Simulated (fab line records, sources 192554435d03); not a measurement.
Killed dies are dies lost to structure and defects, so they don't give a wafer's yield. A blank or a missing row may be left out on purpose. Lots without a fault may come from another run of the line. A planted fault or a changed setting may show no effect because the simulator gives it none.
fab line records | flow n5_finfet
record lots=11 wafers=33 last_day=17
route steps=1938 shown SDB@365 PASSIVATION@1910
lots that met no fault: from a run of the same line without faults
start_h: hours from the record's first day to the start of the lot's first wafer shown | wait_h: hours since the lot's step before | " the same as in the row above | L1.1+2: a row that stands for several wafers | - no value, or no start given | * or withheld: withheld | < > ~ a bound
route shown NAME@n: a module of which the file shows steps, and the number in the route of the first | usual: mean/standard deviation of fault-free wafers | same: alike in all rows | chamber/n: place in a boat | sites: the reading at each site | _std_site: their standard deviation | _edge_site: outer sites' mean less inner sites' | radius_mm: how far each site lies from the wafer's centre | mask NAME#n: copy n | behind: the tool/chamber that last shaped the wafer | hold: why the lot was held/for how many hours/how that ended | device: the transistor (n, p or np) that didn't switch | end of line: the same wafers' tests at the end of the route | a step without rows: its recipe alone | killed: dies lost to structure and defects at the first sort, not the wafer's yield | map: a wafer's dies, x killed, . not, _ none there
set.NAME: the setting as run; set.NAME@STEP: as run at that earlier step | model.NAME: the simulator's own value behind a step, which no gauge read
steps of the route over a sample of lots; a table a step, a row a wafer
services: from which hour (start_h, from the record's first day; less than 0 if before it) a tool's chamber was out of use, for how many hours, and why
## steps
# step N5_SDB_STRIP_22
# recipe chemistry=N2/H2 power_w=1000 temp_c=250 h2_frac=0.65 overash_fraction=0.3 pressure_mtorr=withheld n2_flow_sccm=1750 h2_flow_sccm=3250
# usual drypump_motor_current_A=5.6/0.41 heater_power_w=321/42 oes_product_au=0.715/0.0042 strip_time_to_endpoint_s=96.4/0.39
# columns lot.wafer tool chamber start_h wait_h drypump_motor_current_A heater_power_w oes_product_au rf_hours_counter_h strip_time_to_endpoint_s
L234.3 plasma_asher-02 0 71.64 0.1 5.3 386 0.711 - 96.4
L234.4 " 1 " " 6.0 299 0.713 - 96.6
L234.5 " 1 " " 5.9 299 0.714 - 96.2
L235.2 plasma_asher-02 1 79.31 0.2 6.0 310 0.716 41 96.1
L235.5 " 1 " " 5.9 310 0.710 - 95.4
L235.6 " 0 " " 5.3 385 0.716 - 95.5
L236.1 plasma_asher-02 0 85.45 0.1 5.3 384 0.718 42 95.9
L236.4 " 1 " " 6.0 302 0.719 - 96.3
L236.5 " 0 " " 5.3 386 0.715 - 96.6
L238.2 plasma_asher-01 0 95.01 0.1 5.1 300 0.714 86 96.4
L238.3 " 0 " " 5.1 296 0.715 - 95.8
L238.6 " 0 " " 5.1 293 0.715 - 96.1
L239.2 plasma_asher-02 0 102.97 0.1 5.3 387 0.710 45 96.7
L239.3 " 0 " " 5.3 395 0.720 - 96.9
L239.4 " 1 " " 5.9 312 0.717 - 96.6
L240.1 plasma_asher-02 0 107.53 0.1 5.3 391 0.709 46 96.1
L240.3 " 0 " " 5.3 388 0.713 - 96.5
L240.4 " 1 " " 6.0 296 0.713 - 96.2
L241.2 plasma_asher-02 0 113.67 0.1 5.3 383 0.716 47 96.6
L241.3 " 1 " " 5.9 301 0.713 - 96.5
L241.4 " 0 " " 5.3 390 0.718 - 96.7
L245.2 plasma_asher-02 0 142.86 0.1 5.3 372 0.713 53 96.9
L245.3 " 1 " " 5.9 305 0.720 - 97.1
L245.6 " 1 " " 5.9 298 0.724 - 97.3
L247.3 plasma_asher-02 0 158.42 0.1 5.3 392 0.717 - 96.1
L247.4 " 1 " " 5.9 301 0.712 - 96.0
L247.6 " 1 " " 5.9 311 0.716 - 96.0
L252.1 plasma_asher-01 1 183.04 0.1 6.1 286 0.711 103 96.5
L252.3 " 1 " " 6.1 286 0.709 - 96.1
L252.6 " 1 " " 6.1 291 0.713 - 96.3
L253.2 plasma_asher-01 0 188.67 0.1 5.1 292 0.720 103 96.3
L253.4 " 0 " " 5.1 290 0.712 - 96.0
L253.5 " 1 " " 6.2 285 0.711 - 96.3
# step N5_PASSIVATION_ETCH_59
# recipe chemistry=Cl2/BCl3 target=TaN target_depth_a=650 time_s=34.9 ion_energy_ev=100 pressure_mtorr=10 icp_w=900 bias_w=100 Cl2_flow_sccm=60 bcl3_flow_sccm=30
# usual drypump_motor_current_A=5.6/0.42 oes_product_au=0.83/0.1 throttle_valve_pct=21.01/0.22
# columns lot.wafer tool chamber start_h wait_h drypump_motor_current_A oes_product_au rf_hours_counter_h throttle_valve_pct
L234.3 rie_metal-02 1 264.51 0.5 5.3 0.80 - 21.04
L234.4 " 1 " " 5.3 0.80 - 21.06
L234.5 " 1 " " 5.3 0.80 - 21.07
L235.2 rie_metal-01 0 278.62 0.3 6.7 0.77 42 20.87
L235.5 " 0 " " 6.8 0.77 - 20.86
L235.6 " 1 " " 5.2 0.94 - 21.07
L236.1 rie_metal-03 0 279.18 0.3 5.5 0.63 116 21.44
L236.4 " 1 " " 5.7 0.91 - 21.00
L236.5 " 0 " " 5.5 0.62 - 21.46
L238.2 rie_metal-03 1 291.61 0.3 5.7 0.90 4 21.01
L238.3 " 0 " " 5.5 0.62 - 21.43
L238.6 " 1 " " 5.7 0.90 - 20.99
L239.2 rie_metal-02 1 294.22 0.3 5.4 0.79 29 21.06
L239.3 " 1 " " 5.3 0.79 - 21.07
L239.4 " 0 " " 5.6 0.96 - 20.65
L240.1 rie_metal-02 1 294.72 0.3 5.3 0.79 30 21.06
L240.3 " 0 " " 5.6 0.96 - 20.61
L240.4 " 1 " " 5.4 0.78 - 21.05
L241.2 rie_metal-01 1 316.27 0.3 5.2 0.90 7 21.09
L241.3 " 0 " " 6.8 0.77 - 20.85
L241.4 " 1 " " 5.2 0.90 - 21.09
L247.3 rie_metal-01 0 337.77 0.2 6.8 0.75 - 20.89
L247.4 " 1 " " 5.2 0.90 - 21.11
L247.6 " 0 " " 6.8 0.75 - 20.84
L245.2 rie_metal-01 0 341.80 0.3 6.7 0.75 47 20.88
L245.3 " 1 " " 5.2 0.89 - 21.09
L245.6 " 1 " " 5.2 0.90 - 21.08
L252.1 rie_metal-02 0 387.38 0.3 5.6 0.89 9 20.65
L252.3 " 1 " " 5.3 0.77 - 21.08
L252.6 " 0 " " 5.6 0.89 - 20.65
L253.2 rie_metal-03 0 392.74 0.3 5.4 0.93 6 21.03
L253.4 " 0 " " 5.4 0.93 - 21.03
L253.5 " 1 " " 5.7 0.84 - 21.01
# step N5_PASSIVATION_CD_MEAS_44
# recipe target_cd_nm=40000 landing_energy_ev=500 detector=se_inlens
# usual cd_nm=40000/2.8
# columns lot.wafer tool chamber start_h wait_h cd_nm
L234.3 cd_sem-03 0 265.74 - 39997
L234.4 " 0 " " 40000
L234.5 " 0 " " 40000
L235.2 cd_sem-02 0 279.80 - 39999
L235.5 " 0 " " 39998
L235.6 " 0 " " 39999
L236.1 cd_sem-01 0 280.34 - 40000
L236.4 " 0 " " 39997
L236.5 " 0 " " 40001
L238.2 cd_sem-03 0 292.92 - 39999
L238.3 " 0 " " 40000
L238.6 " 0 " " 40003
L239.2 cd_sem-03 0 295.54 - 40005
L239.3 " 0 " " 40006
L239.4 " 0 " " 40004
L240.1 cd_sem-03 0 295.88 - 40001
L240.3 " 0 " " 39998
L240.4 " 0 " " 39998
L241.2 cd_sem-02 0 317.75 - 40001
L241.3 " 0 " " 40001
L241.4 " 0 " " 39999
L247.3 cd_sem-01 0 339.03 - 39999
L247.4 " 0 " " 39998
L247.6 " 0 " " 39999
L245.2 cd_sem-03 0 343.22 - 39998
L245.3 " 0 " " 39999
L245.6 " 0 " " 39999
L252.1 cd_sem-02 0 388.66 - 39994
L252.3 " 0 " " 39994
L252.6 " 0 " " 39997
L253.2 cd_sem-03 0 394.02 - 40004
L253.4 " 0 " " 40004
L253.5 " 0 " " 40003
# step N5_PASSIVATION_DESCUM_46
# recipe chemistry=O2 time_s=7.9 source_power_w=50 bias_power_w=20 pressure_mtorr=20 rf_frequency_hz=2.712e+07 temp_c=40 o2_flow_sccm=225
# usual drypump_motor_current_A=5.8/0.36 oes_product_au=0.83/0.065 rf_vpp_V=243.3/1.5 showerhead_plenum_p_Torr=2.10/0.076 throttle_valve_pct=20.42/0.21
# columns lot.wafer tool chamber start_h wait_h drypump_motor_current_A oes_product_au rf_hours_counter_h rf_vpp_V showerhead_plenum_p_Torr throttle_valve_pct
L234.3 rie_diel-02 2 265.92 0.1 5.7 0.73 164 241.2 2.00 20.72
L234.4 " 0 " " 6.1 0.87 44 242.1 2.03 20.19
L234.5 " 2 " " 5.6 0.74 - 241.7 2.00 20.72
L235.2 rie_diel-06 3 280.23 0.4 5.6 0.90 26 241.6 2.05 20.38
L235.5 " 0 " " 5.7 0.88 - 244.7 2.22 20.37
L235.6 " 1 " " 5.2 0.69 - 243.4 2.15 20.82
L236.1 rie_diel-05 1 280.59 0.2 5.4 0.91 37 242.9 2.04 20.18
L236.4 " 3 " " 5.7 0.87 50 242.5 2.05 20.39
L236.5 " 0 " " 5.7 0.80 - 243.7 2.20 20.82
L238.2 rie_diel-06 3 293.01 0.0 5.6 0.89 31 242.3 2.05 20.40
L238.3 " 1 " " 5.2 0.69 242 244.9 2.15 20.85
L238.6 " 3 " " 5.6 0.89 - 242.4 2.05 20.41
L239.2 rie_diel-05 0 295.63 0.0 5.8 0.78 99 244.1 2.20 20.86
L239.3 " 2 " " 6.0 0.92 12 242.9 2.14 20.43
L239.4 " 3 " " 5.7 0.86 55 241.6 2.05 20.40
L240.1 rie_diel-05 0 296.47 0.5 5.8 0.79 100 244.8 2.20 20.86
L240.3 " 1 " " 5.5 0.89 44 242.0 2.04 20.20
L240.4 " 2 " " 6.0 0.91 13 244.1 2.13 20.43
L241.2 rie_diel-02 2 318.05 0.2 5.7 0.72 182 241.0 1.99 20.75
L241.3 " 0 " " 6.1 0.85 62 241.6 2.03 20.23
L241.4 " 1 " " 5.7 0.85 59 241.9 2.04 20.24
L247.3 rie_diel-06 2 339.11 0.0 6.3 0.84 70 243.3 2.20 20.12
L247.4 " 3 " " 5.6 0.84 - 241.4 2.04 20.42
L247.6 " 0 " " 5.7 0.84 - 244.9 2.21 20.41
L245.2 rie_diel-06 0 343.30 0.0 5.7 0.86 64 246.0 2.21 20.41
L245.3 " 3 " " 5.6 0.84 50 241.4 2.04 20.45
L245.6 " 0 " " 5.7 0.85 - 244.9 2.21 20.40
L252.1 rie_diel-06 0 388.76 0.0 5.7 0.82 80 244.2 2.20 20.44
L252.3 " 3 " " 5.6 0.83 66 242.6 2.03 20.44
L252.6 " 1 " " 5.2 0.94 - 244.9 2.14 20.46
L253.2 rie_diel-05 0 394.11 0.0 5.7 0.77 123 244.8 2.19 20.87
L253.4 " 2 " " 6.0 0.85 46 244.4 2.12 20.48
L253.5 " 2 " " 6.0 0.86 - 244.1 2.12 20.48
# step N5_PASSIVATION_PROBE_49
# usual defect_limited_yield=91.1/1.5 killed_at_M0_to_M3=36/11 killed_at_M4_up=13/5 killed_at_contacts=13/5 killed_at_front_end=40/12 killed_at_other=3.3/2.3 killed_dies=106/17 killed_open=70/13 killed_short=34/7.6 sort_bin_5_function=5.3/0.96 sort_bin_6_memory=3.3/0.66 sort_n_pass=1074/17 sort_yield_pct=91.1/1.5
# same gross_dies=1180 killed_at_back_side=0 sort_bin_4_leakage[%]=0 sort_bin_8_speed[%]=0
# columns lot.wafer tool chamber start_h wait_h defect_limited_yield[%] killed_at_M0_to_M3 killed_at_M4_up killed_at_contacts killed_at_front_end killed_at_other killed_dies killed_open killed_short sort_bin_5_function[%] sort_bin_6_memory[%] sort_n_pass sort_yield_pct[%]
L235.2 prober-02 - 283.33 0.1 90.3 30 13 9 62 0 114 81 33 5.7 3.6 1066 90.3
L235.5 prober-02 - 283.48 0.2 90.6 42 11 17 40 1 111 80 31 5.6 3.6 1069 90.6
L235.6 prober-02 - 283.53 0.3 90.7 22 14 14 56 4 110 62 48 5.9 3.1 1070 90.7
L239.2 prober-01 - 298.76 0.1 91.8 33 17 8 38 1 97 66 29 4.7 3.0 1083 91.8
L239.3 prober-01 - 298.81 0.1 91.4 32 14 19 34 2 101 72 28 5.3 3.1 1079 91.4
L239.4 prober-01 - 298.86 0.2 90.8 54 14 5 29 7 109 69 39 6.0 3.1 1071 90.8
L247.3 prober-02 - 342.30 0.1 90.4 27 15 16 54 1 113 74 33 6.1 3.0 1067 90.4
L247.4 prober-02 - 342.35 0.2 82.5 38 12 8 141 8 207 70 37 11.1 5.2 973 82.5
L247.6 prober-02 - 342.45 0.3 84.9 39 10 9 119 1 178 61 29 9.9 4.0 1002 84.9
L245.2 prober-01 - 346.43 0.1 93.6 31 5 3 33 3 75 49 24 3.9 2.3 1105 93.6
L245.3 prober-01 - 346.48 0.1 85.1 41 7 9 119 0 176 64 27 9.4 4.1 1004 85.1
L245.6 prober-01 - 346.63 0.3 84.8 29 9 15 126 0 179 60 26 9.9 3.9 1001 84.8
# killed by level:class
L235.2 FIN_SAQP:geometric_particle:open=24 FIN_SAQP:geometric_particle:short=9 STI_FIN_REVEAL:geometric_particle:open=9 MOL_CONTACT_COAG:geometric_particle:open=6 BEOL_M0:geometric_particle:open=6 BEOL_M2:geometric_particle:open=5 ILD0:geometric_particle:open=4 ILD0:geometric_particle:short=4
L235.5 MOL_CONTACT_COAG:geometric_particle:open=15 STI_FIN_REVEAL:geometric_particle:open=13 BEOL_M1:geometric_particle:open=11 BEOL_M0_SAQP:geometric_particle:short=8 FIN_SAQP:geometric_particle:open=6 BEOL_M0:geometric_particle:open=6 BEOL_M0_SAQP:geometric_particle:open=5 FIN_SAQP:geometric_particle:short=4
L235.6 FIN_SAQP:geometric_particle:open=13 MOL_CONTACT_COAG:geometric_particle:open=10 FIN_SAQP:geometric_particle:short=9 GATE_CUT:geometric_particle:short=9 BEOL_M0_SAQP:geometric_particle:short=8 STI_FIN_REVEAL:geometric_particle:open=7 BEOL_M4:geometric_particle:open=7 DUMMY_GATE:geometric_particle:open=6
L239.2 BEOL_M4:geometric_particle:open=12 BEOL_M2:geometric_particle:open=9 FIN_SAQP:geometric_particle:open=7 MOL_CONTACT_COAG:geometric_particle:open=7 FIN_SAQP:geometric_particle:short=6 GATE_CUT:geometric_particle:open=6 GATE_CUT:geometric_particle:short=6 BEOL_M1:geometric_particle:open=6
L239.3 MOL_CONTACT_COAG:geometric_particle:open=14 STI_FIN_REVEAL:geometric_particle:open=11 BEOL_M4:geometric_particle:open=8 BEOL_M1:geometric_particle:open=7 FIN_SAQP:geometric_particle:short=5 MOL_CONTACT_COAG:geometric_particle:short=5 BEOL_M0:geometric_particle:open=5 FIN_SAQP:geometric_particle:open=4
L239.4 BEOL_M0_SAQP:geometric_particle:short=17 BEOL_M1:geometric_particle:open=13 BEOL_M0_SAQP:geometric_particle:open=9 BEOL_M4:geometric_particle:open=8 BEOL_M2:geometric_particle:open=7 STI_FIN_REVEAL:geometric_particle:open=6 MOL_CONTACT_COAG:geometric_particle:open=5 DUMMY_GATE:geometric_particle:open=5
L247.3 STI_FIN_REVEAL:geometric_particle:open=15 MOL_CONTACT_COAG:geometric_particle:open=14 BEOL_M4:geometric_particle:open=8 DUMMY_GATE:geometric_particle:open=6 BEOL_M3:geometric_particle:open=6 STI_FIN_REVEAL:geometric_particle:short=5 STARTING-WAFER:geometric_particle:open=5 FIN_SAQP:geometric_particle:open=4
L247.4 SDB:unspecified=98 BEOL_M0_SAQP:geometric_particle:open=16 STI_FIN_REVEAL:geometric_particle:open=10 BEOL_M0_SAQP:geometric_particle:short=10 FIN_SAQP:geometric_particle:open=8 GATE_CUT:geometric_particle:open=7 MOL_CONTACT_COAG:geometric_particle:open=6 BEOL_M3:geometric_particle:open=5
L247.6 SDB:unspecified=87 BEOL_M3:geometric_particle:open=15 BEOL_M0_SAQP:geometric_particle:short=8 MOL_CONTACT_COAG:geometric_particle:open=7 STI_FIN_REVEAL:geometric_particle:open=6 BEOL_M0_SAQP:geometric_particle:open=6 BEOL_M4:geometric_particle:open=5 ILD0:geometric_particle:open=4
L245.2 STI_FIN_REVEAL:geometric_particle:open=7 BEOL_M0_SAQP:geometric_particle:open=7 FIN_SAQP:geometric_particle:open=6 DUMMY_GATE:geometric_particle:open=6 BEOL_M0_SAQP:geometric_particle:short=6 BEOL_M2:geometric_particle:open=5 GATE_CUT:geometric_particle:short=4 MOL_CONTACT_COAG:geometric_particle:open=3
L245.3 SDB:unspecified=84 DUMMY_GATE:geometric_particle:open=9 MOL_CONTACT_COAG:geometric_particle:open=9 BEOL_M0_SAQP:geometric_particle:open=8 BEOL_M0_SAQP:geometric_particle:short=8 BEOL_M1:geometric_particle:open=8 STI_FIN_REVEAL:geometric_particle:open=5 BEOL_M2:geometric_particle:open=5
L245.6 SDB:unspecified=91 MOL_CONTACT_COAG:geometric_particle:open=12 FIN_SAQP:geometric_particle:open=6 BEOL_M0_SAQP:geometric_particle:short=6 BEOL_M0_SAQP:geometric_particle:open=6 FIN_SAQP:geometric_particle:short=5 DUMMY_GATE:geometric_particle:open=5 BEOL_M1:geometric_particle:open=5
## services
# columns tool chamber start_h hours kind
rie_diel-06 3 59.12 9.1 repair
rie_diel-05 - 63.33 2.8 pm
rie_diel-06 - 79.78 2.8 pm
rie_diel-05 - 86.39 1.6 repair
rie_metal-02 1 98.60 8.7 repair
rie_diel-05 2 100.46 3.0 repair
rie_diel-05 3 111.83 8.0 repair
rie_diel-05 2 116.00 12.2 repair
rie_diel-05 0 132.36 12.9 repair
rie_diel-06 0 144.48 15.5 repair
rie_diel-06 - 159.76 0.7 repair
rie_metal-01 0 192.64 4.8 repair
rie_metal-01 - 199.62 14.6 pm
rie_diel-05 - 202.85 11.3 repair
rie_metal-02 0 249.36 7.9 repair
rie_metal-01 - 251.04 0.7 repair
plasma_asher-02 - 260.71 14.6 pm
rie_diel-06 - 265.39 0.7 repair
rie_diel-06 - 270.83 0.2 repair
rie_diel-06 2 288.40 8.9 repair
rie_diel-06 1 304.37 12.7 repair
rie_metal-01 0 320.72 5.3 repair
rie_diel-05 0 342.72 3.9 repair
plasma_asher-02 - 383.26 7.5 repair
## key
first_sign step=N5_PASSIVATION_PROBE_49 reading=killed_at_front_end direction=up sigmas=7 usual=40 struck=126
effect step=N5_PASSIVATION_PROBE_49 reading=defect_limited_yield direction=down sigmas=4.6 usual=91.1 struck=84.3
more_kills_born_at N5_SDB_STRIP_22@plasma_asher-02=360
met_at N5_SDB_STRIP_22
struck_lots L245,L247
struck_wafers L245.3,L245.6,L247.4,L247.6
not_acting_at N5_PASSIVATION_ETCH_59,N5_PASSIVATION_CD_MEAS_44,N5_PASSIVATION_DESCUM_46
onset_between 113.67 142.86
fault kind=chamber_particle_source tool=plasma_asher-02 chamber=1 onset_h=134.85 steps=N5_SDB_STRIP_22 rate_per_visit_cm2=0.37796 end_h=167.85
